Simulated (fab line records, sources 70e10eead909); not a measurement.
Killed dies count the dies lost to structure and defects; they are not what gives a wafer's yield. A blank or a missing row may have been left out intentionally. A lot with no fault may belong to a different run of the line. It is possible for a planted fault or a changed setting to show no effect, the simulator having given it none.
Matching of chambers :: flow nand harc :: 4 sister chambers for NHARC_A_STAIRCASE_DESCUM_252 on rie diel-04
The step chemistry O2, time 3 s. 8 wafers are shown with their chamber, then 8 later ones without.

## WAFERS, EACH WITH ITS CHAMBER
wafer: L084.2
chamber: 1
showerhead plenum p Torr (Torr): 1.91
rf vpp V (V): 58.8

wafer: L083.2
chamber: 3
showerhead plenum p Torr (Torr): 1.80
rf vpp V (V): 58.5

wafer: L083.3
chamber: 1
showerhead plenum p Torr (Torr): 1.91
rf vpp V (V): 58.3

wafer: L083.4
chamber: 2
showerhead plenum p Torr (Torr): 1.94
rf vpp V (V): 58.6

wafer: L088.1
chamber: 2
showerhead plenum p Torr (Torr): 1.94
rf vpp V (V): 56.4

wafer: L088.3
chamber: 3
showerhead plenum p Torr (Torr): 1.79
rf vpp V (V): 58.6

wafer: L088.4
chamber: 0
showerhead plenum p Torr (Torr): 1.94
rf vpp V (V): 59.4

wafer: L090.1
chamber: 0
showerhead plenum p Torr (Torr): 1.94
rf vpp V (V): 58.5

## WAFERS WITH NO CHAMBER GIVEN
wafer: L090.2
showerhead plenum p Torr (Torr): 1.79
rf vpp V (V): 57.2

wafer: L090.4
showerhead plenum p Torr (Torr): 1.91
rf vpp V (V): 58.3

wafer: L096.1
showerhead plenum p Torr (Torr): 1.93
rf vpp V (V): 58.1

wafer: L096.5
showerhead plenum p Torr (Torr): 1.79
rf vpp V (V): 56.5

wafer: L096.6
showerhead plenum p Torr (Torr): 1.94
rf vpp V (V): 56.9

wafer: L097.2
showerhead plenum p Torr (Torr): 1.93
rf vpp V (V): 58.8

wafer: L097.4
showerhead plenum p Torr (Torr): 1.94
rf vpp V (V): 60.0

wafer: L097.5
showerhead plenum p Torr (Torr): 1.90
rf vpp V (V): 58.0

## WHICH CHAMBER EACH ONE RAN IN
wafer: L090.2
from the rows above: 3
in truth: 3

wafer: L090.4
from the rows above: 1
in truth: 1

wafer: L096.1
from the rows above: can't be placed: 2 or 0
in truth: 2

wafer: L096.5
from the rows above: 3
in truth: 3

wafer: L096.6
from the rows above: can't be placed: 2 or 0
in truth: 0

wafer: L097.2
from the rows above: can't be placed: 0 or 2
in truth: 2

wafer: L097.4
from the rows above: can't be placed: 0 or 2
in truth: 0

wafer: L097.5
from the rows above: 1
in truth: 1
Placed correctly: 4 of 8. Not placeable from these rows: 4 (in 4, the candidates include the true chamber). 0 placed wrongly.
How it was worked out, from the rows above alone: a wafer's distance from a chamber is the root of the sum, over the readings, of the square of ((its reading less the chamber's mean) divided by the reading's scatter). If the next closest chamber is less than 2 further off than the closest, the wafer can't be placed; otherwise it belongs to the closest. Each chamber's mean is taken over the wafers shown for it. How the scatter is found: for the shown wafers, subtract from each reading the mean of its chamber, square and add these, divide the total by (wafers less chambers), then take the root.
